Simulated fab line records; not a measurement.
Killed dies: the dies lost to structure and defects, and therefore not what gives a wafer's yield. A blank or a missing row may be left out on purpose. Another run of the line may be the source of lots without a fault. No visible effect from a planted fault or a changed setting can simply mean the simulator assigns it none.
Which tool was responsible? + flow nand-harc + 24 lots with 72 wafers sampled at 6 steps, on a route of 1159 steps

WHAT EACH GAUGE READ, for each wafer
NHARC_A_WL_FILL_INSPECT_15.
| lot  | measured     | on                | raw-defect-count |
|------|--------------|-------------------|------------------|
| L074 | day 15 23:08 | defect-inspect-01 | 340 251 325      |
| L075 | day 16 06:45 | defect-inspect-02 | 325 290 238      |
| L076 | day 16 06:44 | defect-inspect-01 | 480 406 248      |
| L079 | day 16 20:48 | defect-inspect-02 | 393 250 315      |
| L077 | day 16 20:55 | defect-inspect-02 | 566 666 389      |
| L078 | day 17 07:08 | defect-inspect-02 | 317 425 379      |
| L080 | day 17 19:56 | defect-inspect-01 | 311 321 345      |
| L082 | day 17 17:16 | defect-inspect-02 | 262 469 252      |
| L081 | day 18 09:02 | defect-inspect-02 | 226 302 398      |
| L083 | day 18 13:21 | defect-inspect-01 | 308 388 536      |
| L084 | day 18 09:01 | defect-inspect-01 | 289 337 407      |
| L087 | day 18 20:56 | defect-inspect-01 | 532 541 421      |
| L086 | day 18 20:47 | defect-inspect-01 | 413 289 202      |
| L085 | day 19 12:07 | defect-inspect-01 | 311 443 438      |
| L088 | day 19 12:03 | defect-inspect-01 | 324 382 242      |
| L089 | day 19 16:19 | defect-inspect-02 | 459 407 362      |
| L091 | day 19 20:30 | defect-inspect-02 | 216 211 307      |
| L090 | day 20 01:32 | defect-inspect-02 | 280 266 345      |
| L092 | day 20 01:36 | defect-inspect-02 | 580 385 389      |
| L094 | day 21 07:32 | defect-inspect-02 | 430 551 408      |
| L095 | day 21 03:17 | defect-inspect-02 | 258 314 247      |
| L093 | day 21 11:49 | defect-inspect-01 | 276 334 536      |
| L096 | day 21 19:26 | defect-inspect-02 | 246 256 353      |
| L097 | day 21 20:41 | defect-inspect-01 | 520 502 514      |

TOOL THAT RAN EACH LOT (tool first, then ch and the chambers of the sampled wafers, then the start)
| lot  | NHARC_A_STAIRCASE_HM_OPEN_463                 | NHARC_A_SGD_CUT_CMP_21        | NHARC_A_SLIT_DEP_23             | NHARC_A_WL_FILL_ALD_00           | NHARC_A_WL_FILL_RTA_01           |
|------|-----------------------------------------------|-------------------------------|---------------------------------|----------------------------------|----------------------------------|
| L074 | rie-diel-13 ch 2,3, day 13 09:25 or earlier   | cmp-03 ch 0,3, day 13 09:25   | pecvd-01 ch 0,2, day 13 15:25   | ald-hk-01 ch 1,3, day 14 03:16   | rtp-anneal-02 ch 0, day 14 03:40 |
| L075 | rie-diel-06 ch 1,2,3, day 14 12:58 or earlier | cmp-01 ch 1,2,3, day 14 12:58 | pecvd-01 ch 1,2, day 14 16:33   | ald-hk-01 ch 1,2,3, day 15 04:41 | rtp-anneal-01 ch 0, day 15 04:58 |
| L076 | rie-diel-13 ch 1,2, day 14 13:07 or earlier   | cmp-03 ch 1,2,3, day 14 13:07 | pecvd-02 ch 0,2, day 14 16:52   | ald-hk-01 ch 1,2,3, day 15 04:55 | rtp-anneal-01 ch 0, day 15 05:08 |
| L079 | rie-diel-07 ch 0,1,3, day 14 22:43 or earlier | cmp-03 ch 0,2,3, day 14 22:43 | pecvd-01 ch 0,1,2, day 15 02:20 | ald-hk-03 ch 0,2, day 15 13:53   | rtp-anneal-01 ch 0, day 15 14:08 |
| L077 | rie-diel-06 ch 0,2,3, day 14 22:43 or earlier | cmp-01 ch 0,1,3, day 14 22:43 | pecvd-03 ch 0,1, day 15 01:55   | ald-hk-04 ch 0,2,3, day 15 13:55 | rtp-anneal-02 ch 0, day 15 14:10 |
| L078 | rie-diel-06 ch 0,1, day 15 04:37 or earlier   | cmp-04 ch 0,1,3, day 15 04:37 | pecvd-01 ch 0,1,2, day 15 10:25 | ald-hk-03 ch 0,2,3, day 16 00:46 | rtp-anneal-02 ch 0, day 16 00:57 |
| L080 | rie-diel-13 ch 1,2,3, day 15 16:26 or earlier | cmp-01 ch 0,1,2, day 15 16:26 | pecvd-01 ch 0,1,2, day 15 22:37 | ald-hk-03 ch 0,1,2, day 16 10:41 | rtp-anneal-01 ch 0, day 16 10:57 |
| L082 | rie-diel-13 ch 0,1,2, day 15 16:27 or earlier | cmp-04 ch 0,3, day 15 16:27   | pecvd-02 ch 0,1,2, day 15 22:37 | ald-hk-01 ch 0,1,2, day 16 10:46 | rtp-anneal-02 ch 0, day 16 11:04 |
| L081 | rie-diel-06 ch 0,2,3, day 16 12:29 or earlier | cmp-03 ch 0,1, day 16 12:29   | pecvd-01 ch 0,1,2, day 16 15:48 | ald-hk-03 ch 1,2, day 17 04:18   | rtp-anneal-02 ch 0, day 17 04:34 |
| L083 | rie-diel-13 ch 2,3, day 16 12:30 or earlier   | cmp-04 ch 0,3, day 16 12:30   | pecvd-03 ch 1,2, day 16 15:52   | ald-hk-03 ch 1,2, day 17 08:31   | rtp-anneal-01 ch 0, day 17 08:49 |
| L084 | rie-diel-13 ch 2,3, day 16 12:31 or earlier   | cmp-01 ch 0,2,3, day 16 12:31 | pecvd-02 ch 0,1,2, day 16 15:40 | ald-hk-01 ch 0,2, day 17 04:16   | rtp-anneal-01 ch 0, day 17 04:34 |
| L087 | rie-diel-07 ch 1,2,3, day 16 21:54 or earlier | cmp-03 ch 0,3, day 16 21:54   | pecvd-01 ch 0,1,2, day 17 02:38 | ald-hk-01 ch 0,1, day 17 14:37   | rtp-anneal-01 ch 0, day 17 14:50 |
| L086 | rie-diel-07 ch 1,3, day 16 21:54 or earlier   | cmp-04 ch 0,1,3, day 16 21:54 | pecvd-03 ch 0,1,2, day 17 02:28 | ald-hk-04 ch 0,2,3, day 17 14:38 | rtp-anneal-02 ch 0, day 17 14:59 |
| L085 | rie-diel-06 ch 1,3, day 17 05:10 or earlier   | cmp-03 ch 1,2, day 17 05:10   | pecvd-02 ch 0,1,2, day 17 11:27 | ald-hk-04 ch 0,2,3, day 18 05:51 | rtp-anneal-01 ch 0, day 18 06:05 |
| L088 | rie-diel-06 ch 0,2, day 17 18:25 or earlier   | cmp-03 ch 1,3, day 17 18:25   | pecvd-03 ch 0,1, day 17 21:29   | ald-hk-03 ch 2,3, day 18 09:32   | rtp-anneal-01 ch 0, day 18 09:47 |
| L089 | rie-diel-06 ch 1,2, day 17 18:28 or earlier   | cmp-01 ch 1,2,3, day 17 18:28 | pecvd-01 ch 0,1,2, day 17 22:38 | ald-hk-03 ch 0,1,2, day 18 09:45 | rtp-anneal-02 ch 0, day 18 09:59 |
| L091 | rie-diel-06 ch 0,1,3, day 17 23:55 or earlier | cmp-01 ch 1,2,3, day 17 23:55 | pecvd-02 ch 0,1,2, day 18 03:01 | ald-hk-01 ch 0,2,3, day 18 16:25 | rtp-anneal-01 ch 0, day 18 16:49 |
| L090 | rie-diel-13 ch 0,1,3, day 18 07:33 or earlier | cmp-01 ch 0,2,3, day 18 07:33 | pecvd-02 ch 0,1,2, day 18 10:59 | ald-hk-01 ch 1,2,3, day 18 23:23 | rtp-anneal-02 ch 0, day 18 23:44 |
| L092 | rie-diel-13 ch 2,3, day 18 07:30 or earlier   | cmp-03 ch 2,3, day 18 07:30   | pecvd-03 ch 0,1, day 18 10:50   | ald-hk-01 ch 0,1, day 18 23:36   | rtp-anneal-01 ch 0, day 19 00:04 |
| L094 | rie-diel-07 ch 2,3, day 19 06:46 or earlier   | cmp-04 ch 0,1,3, day 19 06:46 | pecvd-02 ch 1,2, day 19 09:52   | ald-hk-03 ch 0,1,3, day 19 22:55 | rtp-anneal-01 ch 0, day 19 23:08 |
| L095 | rie-diel-07 ch 1,3, day 19 06:43 or earlier   | cmp-03 ch 1,2, day 19 06:43   | pecvd-01 ch 0,1, day 19 10:07   | ald-hk-01 ch 0,2,3, day 20 03:37 | rtp-anneal-02 ch 0, day 20 03:50 |
| L093 | rie-diel-13 ch 0,2,3, day 19 06:43 or earlier | cmp-01 ch 1,2,3, day 19 06:43 | pecvd-03 ch 0,1, day 19 09:58   | ald-hk-01 ch 1,2, day 19 22:51   | rtp-anneal-02 ch 0, day 19 23:07 |
| L096 | rie-diel-06 ch 0,1,2, day 19 12:57 or earlier | cmp-03 ch 1,2, day 19 12:57   | pecvd-02 ch 1,2, day 19 18:27   | ald-hk-04 ch 0,1, day 20 06:56   | rtp-anneal-02 ch 0, day 20 07:20 |
| L097 | rie-diel-07 ch 1,2,3, day 19 18:23 or earlier | cmp-04 ch 0,2, day 19 18:23   | pecvd-01 ch 0,1, day 19 23:09   | ald-hk-04 ch 0,1,3, day 20 14:31 | rtp-anneal-01 ch 0, day 20 14:48 |
- NHARC_A_STAIRCASE_HM_OPEN_463: chemistry O2/COS.
- NHARC_A_SGD_CUT_CMP_21: polishes, target thk 148.19 nm.
- NHARC_A_SLIT_DEP_23: deposits SiON, target thk 100 nm.
- NHARC_A_WL_FILL_ALD_00: deposits Al2O3, target thk 3 nm, pulse time 3 s, ald cycles 30.
- NHARC_A_WL_FILL_RTA_01: time 5 s.

AS READ BY THE TOOLS THEMSELVES (means over the sampled wafers that have a number; for cases with no such wafer, the mark the record gives instead)
NHARC_A_STAIRCASE_HM_OPEN_463.
| lot  | tool        | drypump-motor-current-A (A) | oes-product-au (a.u.) | rf-fwd-power-W (W) | rf-vpp-V (V) | showerhead-plenum-p-Torr (Torr) | throttle-valve-pct (%) |
|------|-------------|-----------------------------|-----------------------|--------------------|--------------|---------------------------------|------------------------|
| L074 | rie-diel-13 | 5.4                         | 0.989                 | 499.2              | 464.6        | 3.03                            | 28.328                 |
| L075 | rie-diel-06 | 5.3                         | 0.995                 | 498.9              | 469.6        | 3.20                            | 28.339                 |
| L076 | rie-diel-13 | 5.6                         | 0.990                 | 499.6              | 466.9        | 3.09                            | 28.328                 |
| L079 | rie-diel-07 | 5.6                         | 1.000                 | 497.4              | 468.8        | 3.21                            | 28.331                 |
| L077 | rie-diel-06 | 5.3                         | 1.004                 | 498.5              | 470.4        | 3.24                            | 28.327                 |
| L078 | rie-diel-06 | 5.6                         | 1.001                 | 499.8              | 467.7        | 3.13                            | 28.330                 |
| L080 | rie-diel-13 | 5.7                         | 0.986                 | 499.2              | 465.9        | 3.03                            | 28.328                 |
| L082 | rie-diel-13 | 5.8                         | 0.986                 | 500.4              | 467.6        | 3.19                            | 28.330                 |
| L081 | rie-diel-06 | 5.3                         | 1.003                 | 500.0              | 469.4        | 3.24                            | 28.332                 |
| L083 | rie-diel-13 | 5.4                         | 0.996                 | 501.1              | 465.4        | 3.02                            | 28.331                 |
| L084 | rie-diel-13 | 5.4                         | 0.992                 | 501.5              | 464.8        | 3.02                            | 28.328                 |
| L087 | rie-diel-07 | 6.0                         | 0.993                 | 498.2              | 469.6        | 3.23                            | 28.333                 |
| L086 | rie-diel-07 | 5.8                         | 1.013                 | 497.2              | 468.6        | 3.17                            | 28.331                 |
| L085 | rie-diel-06 | 5.1                         | 0.997                 | 497.6              | 468.5        | 3.18                            | 28.329                 |
| L088 | rie-diel-06 | 5.6                         | 1.002                 | 498.5              | 469.2        | 3.24                            | 28.326                 |
| L089 | rie-diel-06 | 5.6                         | 1.001                 | 498.2              | 468.7        | 3.19                            | 28.329                 |
| L091 | rie-diel-06 | 5.4                         | 0.992                 | 499.8              | 467.8        | 3.15                            | 28.336                 |
| L090 | rie-diel-13 | 5.9                         | 0.991                 | 498.8              | 466.0        | 3.12                            | 28.334                 |
| L092 | rie-diel-13 | 5.5                         | 0.997                 | 499.4              | 463.6        | 2.96                            | 28.332                 |
| L094 | rie-diel-07 | 5.9                         | 1.001                 | 497.8              | 469.1        | 3.23                            | 28.323                 |
| L095 | rie-diel-07 | 5.8                         | 1.004                 | 500.3              | 468.5        | 3.15                            | 28.344                 |
| L093 | rie-diel-13 | 5.6                         | 1.000                 | 499.7              | 466.7        | 3.10                            | 28.324                 |
| L096 | rie-diel-06 | 5.6                         | 1.000                 | 498.1              | 467.3        | 3.15                            | 28.331                 |
| L097 | rie-diel-07 | 6.0                         | 1.003                 | 498.6              | 468.5        | 3.21                            | 28.343                 |

NHARC_A_SGD_CUT_CMP_21.
| lot  | tool   | motor-current-A (A) | time-to-endpoint-s (s) |
|------|--------|---------------------|------------------------|
| L074 | cmp-03 | 12.7                | 59                     |
| L075 | cmp-01 | 11.9                | 54                     |
| L076 | cmp-03 | 12.7                | 49                     |
| L079 | cmp-03 | 13.0                | 52                     |
| L077 | cmp-01 | 11.4                | 51                     |
| L078 | cmp-04 | 12.5                | 49                     |
| L080 | cmp-01 | 11.4                | 54                     |
| L082 | cmp-04 | 12.5                | 44                     |
| L081 | cmp-03 | 11.7                | 53                     |
| L083 | cmp-04 | 12.2                | 46                     |
| L084 | cmp-01 | 11.8                | 51                     |
| L087 | cmp-03 | 12.5                | 60                     |
| L086 | cmp-04 | 12.6                | 48                     |
| L085 | cmp-03 | 12.5                | 51                     |
| L088 | cmp-03 | 12.3                | 51                     |
| L089 | cmp-01 | 11.9                | 51                     |
| L091 | cmp-01 | 12.1                | 54                     |
| L090 | cmp-01 | 11.4                | 54                     |
| L092 | cmp-03 | 12.6                | 51                     |
| L094 | cmp-04 | 12.3                | 54                     |
| L095 | cmp-03 | 12.2                | 50                     |
| L093 | cmp-01 | 11.8                | 51                     |
| L096 | cmp-03 | 12.2                | 48                     |
| L097 | cmp-04 | 12.3                | 49                     |

NHARC_A_SLIT_DEP_23.
| lot  | tool     | heater-power-w (W) | rf-fwd-power-W (W) |
|------|----------|--------------------|--------------------|
| L074 | pecvd-01 | 694                | 347.7              |
| L075 | pecvd-01 | 662                | 348.1              |
| L076 | pecvd-02 | 681                | 347.8              |
| L079 | pecvd-01 | 711                | 348.3              |
| L077 | pecvd-03 | 740                | 349.4              |
| L078 | pecvd-01 | 678                | 349.3              |
| L080 | pecvd-01 | 706                | 348.8              |
| L082 | pecvd-02 | 753                | 348.0              |
| L081 | pecvd-01 | 682                | 348.1              |
| L083 | pecvd-03 | 577                | 348.0              |
| L084 | pecvd-02 | 707                | 346.5              |
| L087 | pecvd-01 | 711                | 347.9              |
| L086 | pecvd-03 | 667                | 348.1              |
| L085 | pecvd-02 | 708                | 348.7              |
| L088 | pecvd-03 | 737                | 349.9              |
| L089 | pecvd-01 | 667                | 349.2              |
| L091 | pecvd-02 | 707                | 348.4              |
| L090 | pecvd-02 | 747                | 348.5              |
| L092 | pecvd-03 | 797                | 349.3              |
| L094 | pecvd-02 | 679                | 348.1              |
| L095 | pecvd-01 | 724                | 349.5              |
| L093 | pecvd-03 | 719                | 348.2              |
| L096 | pecvd-02 | 781                | 348.4              |
| L097 | pecvd-01 | 782                | 348.8              |

NHARC_A_WL_FILL_ALD_00.
| lot  | tool      | heater-power-w (W) | precursor-pulse-height-rel |
|------|-----------|--------------------|----------------------------|
| L074 | ald-hk-01 | 451                | 1.012                      |
| L075 | ald-hk-01 | 461                | 0.993                      |
| L076 | ald-hk-01 | 467                | 0.991                      |
| L079 | ald-hk-03 | 502                | 1.023                      |
| L077 | ald-hk-04 | 464                | 0.992                      |
| L078 | ald-hk-03 | 482                | 0.981                      |
| L080 | ald-hk-03 | 469                | 1.003                      |
| L082 | ald-hk-01 | 471                | 0.997                      |
| L081 | ald-hk-03 | 467                | 1.021                      |
| L083 | ald-hk-03 | 464                | 0.994                      |
| L084 | ald-hk-01 | 501                | 0.999                      |
| L087 | ald-hk-01 | 466                | 0.990                      |
| L086 | ald-hk-04 | 446                | 1.007                      |
| L085 | ald-hk-04 | 451                | 0.990                      |
| L088 | ald-hk-03 | 486                | 0.996                      |
| L089 | ald-hk-03 | 470                | 0.996                      |
| L091 | ald-hk-01 | 468                | 0.990                      |
| L090 | ald-hk-01 | 455                | 1.009                      |
| L092 | ald-hk-01 | 442                | 0.987                      |
| L094 | ald-hk-03 | 456                | 0.986                      |
| L095 | ald-hk-01 | 488                | 0.991                      |
| L093 | ald-hk-01 | 439                | 1.003                      |
| L096 | ald-hk-04 | 431                | 0.998                      |
| L097 | ald-hk-04 | 440                | 1.004                      |

NHARC_A_WL_FILL_RTA_01.
| lot  | tool          | lamp-power-pct (%) | lamp_zone_3_pct (%) | wafer_temp_C_max |
|------|---------------|--------------------|---------------------|------------------|
| L074 | rtp-anneal-02 | 27.6               | 27.6                | 1002.7           |
| L075 | rtp-anneal-01 | 31.1               | 31.0                | 1004.9           |
| L076 | rtp-anneal-01 | 31.0               | 31.0                | 1005.0           |
| L079 | rtp-anneal-01 | 31.0               | 31.0                | 1005.8           |
| L077 | rtp-anneal-02 | 27.6               | 27.6                | 1002.9           |
| L078 | rtp-anneal-02 | 27.6               | 27.6                | 1003.0           |
| L080 | rtp-anneal-01 | 31.0               | 31.0                | 1005.9           |
| L082 | rtp-anneal-02 | 27.6               | 27.6                | 1003.1           |
| L081 | rtp-anneal-02 | 27.6               | 27.6                | 1003.0           |
| L083 | rtp-anneal-01 | 31.0               | 31.1                | 1005.0           |
| L084 | rtp-anneal-01 | 31.0               | 31.0                | 1006.0           |
| L087 | rtp-anneal-01 | 31.1               | 31.0                | 1004.3           |
| L086 | rtp-anneal-02 | 27.6               | 27.6                | 1003.5           |
| L085 | rtp-anneal-01 | 31.0               | 31.0                | 1005.1           |
| L088 | rtp-anneal-01 | 31.0               | 31.1                | 1004.3           |
| L089 | rtp-anneal-02 | 27.6               | 27.6                | 1003.4           |
| L091 | rtp-anneal-01 | 31.1               | 31.0                | 1005.0           |
| L090 | rtp-anneal-02 | 27.6               | 27.6                | 1003.4           |
| L092 | rtp-anneal-01 | 31.0               | 31.0                | 1005.7           |
| L094 | rtp-anneal-01 | 31.0               | 31.1                | 1005.1           |
| L095 | rtp-anneal-02 | 27.6               | 27.6                | 1003.1           |
| L093 | rtp-anneal-02 | 27.6               | 27.6                | 1003.1           |
| L096 | rtp-anneal-02 | 27.6               | 27.6                | 1002.9           |
| L097 | rtp-anneal-01 | 31.1               | 31.0                | 1004.4           |

THE ANSWER, worked out from the rows above alone
Rule: usual is defined by the lots themselves. The widest of any qualifying gaps counts: lots, ordered by their means at a reading, are off when they make up no more than a third of the lots, leave a main group of 4 or more, and stand apart from it by 3 or more times the standard deviation of that group's means. A main group is skipped when, at the precision printed for the reading in the tables above, its means are all equal. Also off: a lot with no number at a reading for which 4 or more lots have one. Where the step has rows for the other lots, those lots are counted as sound. After the gauges, taken in route order, come the tools' own readings; for these a lot's mean is taken, as printed above. The first step at which some lot is off is used, and at that step the reading that is off furthest; a lot without a number counts as furthest.
No lot is off at any reading shown: from this, nothing can be told.

WHAT WAS PUT IN BY THE SIMULATOR
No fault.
